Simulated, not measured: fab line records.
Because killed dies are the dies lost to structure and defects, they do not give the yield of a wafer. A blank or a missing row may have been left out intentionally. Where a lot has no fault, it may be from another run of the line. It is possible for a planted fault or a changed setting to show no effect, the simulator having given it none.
Which tool did it?	flow n5-finfet	30 wafers from 10 lots sampled at 6 of the route's 1938 steps

WHAT EACH GAUGE READ, for each wafer
N5_WELL_APT_INSPECT_10: inspects for defects (macro). Usual: raw-defect-count reads 2.2 (standard deviation 1.6).
lot	measured	on	raw-defect-count	flag
L861	day 2 02:01	defect-inspect-01	1 5 4	
L863	day 2 13:38	defect-inspect-02	2 2 3	
L864	day 2 19:44	defect-inspect-02	2 4 1	
L865	day 3 01:47	defect-inspect-02	0 0 2	
L870	day 4 08:01	defect-inspect-01	3 3 4	
L876	day 5 19:59	defect-inspect-01	3 1 1	
L877	day 6 01:37	defect-inspect-02	0 1 1	
L880	day 6 19:39	defect-inspect-01	4 1 0	
L881	day 7 01:55	defect-inspect-02	1 3 2	
L882	day 7 08:26	defect-inspect-01	3 3 2	

N5_WELL_APT_INSPECT_38: inspects for defects (darkfield). Usual: raw-defect-count reads 12 (standard deviation 4.7).
lot	measured	on	raw-defect-count	flag
L861	day 2 05:23	defect-inspect-02	19 15 15	
L863	day 2 16:45	defect-inspect-02	26 17 11	
L864	day 2 23:52	defect-inspect-02	22 13 10	
L865	day 3 05:26	defect-inspect-02	6 6 13	
L870	day 4 12:39	defect-inspect-01	12 12 15	
L876	day 5 22:59	defect-inspect-02	4894 4895 4854	OFF
L877	day 6 04:54	defect-inspect-01	4838 4878 4777	OFF
L880	day 6 23:01	defect-inspect-02	16 11 20	
L881	day 7 05:10	defect-inspect-01	11 14 9	
L882	day 7 12:05	defect-inspect-02	15 9 6	

N5_BEOL_M4_RC_MEAS_101. Usual: DIBL_N 36.1 mV/V, standard deviation 1.6; DIBL_P 35.8 mV/V, standard deviation 2; IOFF_N 0.157 nA/um, standard deviation 0.029; IOFF_P 0.21 nA/um, standard deviation 0.034; ION_N 677 uA/um, standard deviation 13; ION_P 465 uA/um, standard deviation 8.1; SS_N 71.3 mV/dec, standard deviation 0.61; SS_P 73.2 mV/dec, standard deviation 0.65; VT_N 249 mV, standard deviation 3.3; VT_P -250 mV, standard deviation 3.2.
lot	measured	on	DIBL_N (mV/V)	DIBL_P (mV/V)	IOFF_N (nA/um)	IOFF_P (nA/um)	ION_N (uA/um)	ION_P (uA/um)	SS_N (mV/dec)	SS_P (mV/dec)	VT_N (mV)	VT_P (mV)	flag
L861	day 9 19:17	prober-02	40.0 35.2 35.3	39.3 33.5 33.8	0.244 0.147 0.142	0.29 0.18 0.19	701 679 672	475 459 459	72.2 70.7 71.1	74.9 73.0 73.3	244 249 251	-246 -251 -251	
L863	day 10 13:10	prober-01	36.8 36.6 37.4	34.7 35.0 35.3	0.162 0.168 0.169	0.22 0.23 0.23	686 684 670	473 465 464	71.3 71.1 71.2	73.4 73.3 72.9	246 245 247	-247 -246 -248	
L864	day 10 16:06	prober-02	36.2 38.4 38.0	36.1 37.5 37.2	0.169 0.224 0.212	0.23 0.26 0.26	684 684 685	462 466 470	71.8 72.4 72.3	73.3 74.9 74.6	250 246 244	-249 -246 -248	
L865	day 11 00:16	prober-01	34.5 35.3 35.4	34.7 34.3 34.9	0.136 0.138 0.137	0.18 0.16 0.17	683 655 667	459 444 452	70.8 71.7 71.6	73.2 73.0 72.5	250 251 249	-252 -254 -254	
L870	day 11 12:04	prober-02	34.5 36.2 36.2	35.2 36.6 37.0	0.138 0.164 0.176	0.19 0.21 0.23	680 684 688	469 470 476	71.0 71.9 71.5	72.1 73.2 72.6	252 245 245	-249 -251 -247	
L880	day 14 09:38	prober-02	36.3 34.6 37.7	36.8 35.0 38.3	0.149 0.125 0.171	0.21 0.17 0.22	681 665 680	467 463 469	71.3 71.1 71.8	72.9 73.0 73.6	248 251 250	-253 -256 -250	
L881	day 14 13:03	prober-02	37.0 38.2 36.7	38.1 39.0 37.3	0.190 0.210 0.182	0.24 0.25 0.23	696 696 685	478 474 468	70.9 71.6 71.7	74.2 73.7 73.2	244 242 248	-249 -248 -246	
L882	day 15 06:53	prober-02	37.4 37.5 36.9	38.5 37.4 37.8	0.181 0.181 0.172	0.25 0.24 0.24	683 694 696	464 476 480	72.0 72.1 71.8	73.1 73.9 73.8	248 246 249	-249 -248 -249	

WHICH TOOL RAN EACH LOT (tool, then ch and the chambers of the sampled wafers, then the start)
lot	N5_ZERO_LAYER_ETCH_18	N5_WELL_APT_DESCUM_30	N5_WELL_APT_STRIP_33
L861	rie-si-02 ch 0,3, day 2 01:01	rie-diel-05 ch 2,3, day 2 03:11	wet-bench-02 ch 3,4,5, day 2 03:40
L863	rie-si-04 ch 1,2,3, day 2 12:49	rie-diel-01 ch 2,3, day 2 15:07	wet-bench-01 ch 0,4,5, day 2 15:35
L864	rie-si-01 ch 0,1,2, day 2 18:47	rie-diel-01 ch 0,1,3, day 2 21:24	wet-bench-02 ch 2,3,7, day 2 21:53
L865	rie-si-01 ch 1,2,3, day 3 00:56	rie-diel-05 ch 1,2,3, day 3 03:19	wet-bench-02 ch 0,2,3, day 3 03:49
L870	rie-si-01 ch 0,2, day 4 07:04	rie-diel-03 ch 0,3, day 4 09:12	wet-bench-01 ch 0,1,4, day 4 09:41
L876	rie-si-04 ch 1,2,3, day 5 19:02	rie-diel-01 ch 1,2,3, day 5 21:09	wet-bench-03 ch 1,2,5, day 5 21:38
L877	rie-si-01 ch 0,2,3, day 6 00:47	rie-diel-05 ch 2,3, day 6 02:48	wet-bench-02 ch 0,6,7, day 6 03:17
L880	rie-si-02 ch 1,2,3, day 6 18:48	rie-diel-01 ch 1,2,3, day 6 21:22	wet-bench-02 ch 3,5,7, day 6 21:52
L881	rie-si-04 ch 0,2,3, day 7 00:55	rie-diel-05 ch 0,3, day 7 03:20	wet-bench-03 ch 0,4,5, day 7 03:49
L882	rie-si-01 ch 2,3, day 7 07:22	rie-diel-01 ch 0,2,3, day 7 10:01	wet-bench-01 ch 1,2,4, day 7 10:30
- N5_ZERO_LAYER_ETCH_18: etches Si in HBr/Cl2, target depth 120 nm, time 40 s.
- N5_WELL_APT_DESCUM_30: chemistry O2, time 7.9 s.
- N5_WELL_APT_STRIP_33: strips in SPM, time 900 s.

AS READ BY THE TOOLS THEMSELVES (means over the sampled wafers that have a number; for cases with no such wafer, the mark the record gives instead)
N5_ZERO_LAYER_ETCH_18. Usual: HBr_flow_sccm 150.0 sccm, standard deviation 0.42; drypump-motor-current-A 5.8 A, standard deviation 0.53; oes-product-au 0.996 a.u., standard deviation 0.014; throttle-valve-pct 36.2 %, standard deviation 0.32.
lot	tool	HBr_flow_sccm (sccm)	drypump-motor-current-A (A)	oes-product-au (a.u.)	throttle-valve-pct (%)	flag
L861	rie-si-02	150.0	5.5	1.005	36.6	
L863	rie-si-04	150.3	5.3	1.004	36.1	
L864	rie-si-01	149.9	6.0	0.993	36.2	
L865	rie-si-01	150.0	6.0	0.992	36.0	
L870	rie-si-01	149.5	5.9	1.004	36.3	
L876	rie-si-04	149.7	5.3	0.999	36.1	
L877	rie-si-01	150.1	5.8	0.996	36.2	
L880	rie-si-02	150.0	5.9	0.996	36.7	
L881	rie-si-04	149.9	5.8	0.996	36.0	
L882	rie-si-01	150.3	5.9	0.994	36.1	

N5_WELL_APT_DESCUM_30. Usual: drypump-motor-current-A 5.7 A, standard deviation 0.41; oes-product-au 0.78 a.u., standard deviation 0.11; rf-vpp-V 242.8 V, standard deviation 1.7; showerhead-plenum-p-Torr 2.08 Torr, standard deviation 0.092; throttle-valve-pct 20.49 %, standard deviation 0.24.
lot	tool	drypump-motor-current-A (A)	oes-product-au (a.u.)	rf-vpp-V (V)	showerhead-plenum-p-Torr (Torr)	throttle-valve-pct (%)	flag
L861	rie-diel-05	5.6	0.89	245.6	2.22	20.42	
L863	rie-diel-01	5.6	0.69	243.1	2.03	20.58	
L864	rie-diel-01	6.0	0.79	242.2	2.04	20.64	
L865	rie-diel-05	5.6	0.77	243.5	2.16	20.51	
L870	rie-diel-03	6.2	0.73	242.0	2.06	20.28	
L876	rie-diel-01	5.8	0.85	243.5	2.12	20.47	
L877	rie-diel-05	5.6	0.76	244.9	2.19	20.53	
L880	rie-diel-01	5.8	0.93	243.1	2.12	20.35	
L881	rie-diel-05	5.5	0.76	242.2	2.02	20.74	
L882	rie-diel-01	5.7	0.92	243.1	2.11	20.31	

N5_WELL_APT_STRIP_33. Usual: bath-guard-temp-C 130.1 C, standard deviation 0.45; bath-heat-duty-pct 15.0 %, standard deviation 1.9.
lot	tool	bath-guard-temp-C (C)	bath-heat-duty-pct (%)	flag
L861	wet-bench-02	129.9	15.1	
L863	wet-bench-01	130.5	15.5	
L864	wet-bench-02	130.2	15.6	
L865	wet-bench-02	130.0	16.5	
L870	wet-bench-01	130.0	13.2	
L876	wet-bench-03	-	-	OFF
L877	wet-bench-02	-	-	OFF
L880	wet-bench-02	130.1	16.8	
L881	wet-bench-03	129.8	13.9	
L882	wet-bench-01	129.9	15.1	

THE ANSWER, worked out from the rows above alone
Rule: a lot is off if the mean of its wafers that have a number lies more than 3 standard deviations from the usual mean. A lot without any number at a reading at which 4 lots or more have one is off too. Any other lot the step has rows for is counted as sound. Order of review: gauges by route order, followed by the tools' own readings, for which a lot's mean as printed above is used. The first step at which some lot is off is used, and at that step the reading that is off furthest; a lot without a number counts as furthest.
Off, at N5_WELL_APT_INSPECT_38 on raw-defect-count: L876, L877.
A tool fits if, at a process step before that reading, it ran every lot that is off, and no sound lot after the first of them. Not tried: the gauges at N5_WELL_APT_INSPECT_38; whatever is off there is also off at N5_WELL_APT_STRIP_33, on other tools, and gauge error can't account for it. None of those tried fits.

WHAT HAD BEEN PUT IN BY THE SIMULATOR
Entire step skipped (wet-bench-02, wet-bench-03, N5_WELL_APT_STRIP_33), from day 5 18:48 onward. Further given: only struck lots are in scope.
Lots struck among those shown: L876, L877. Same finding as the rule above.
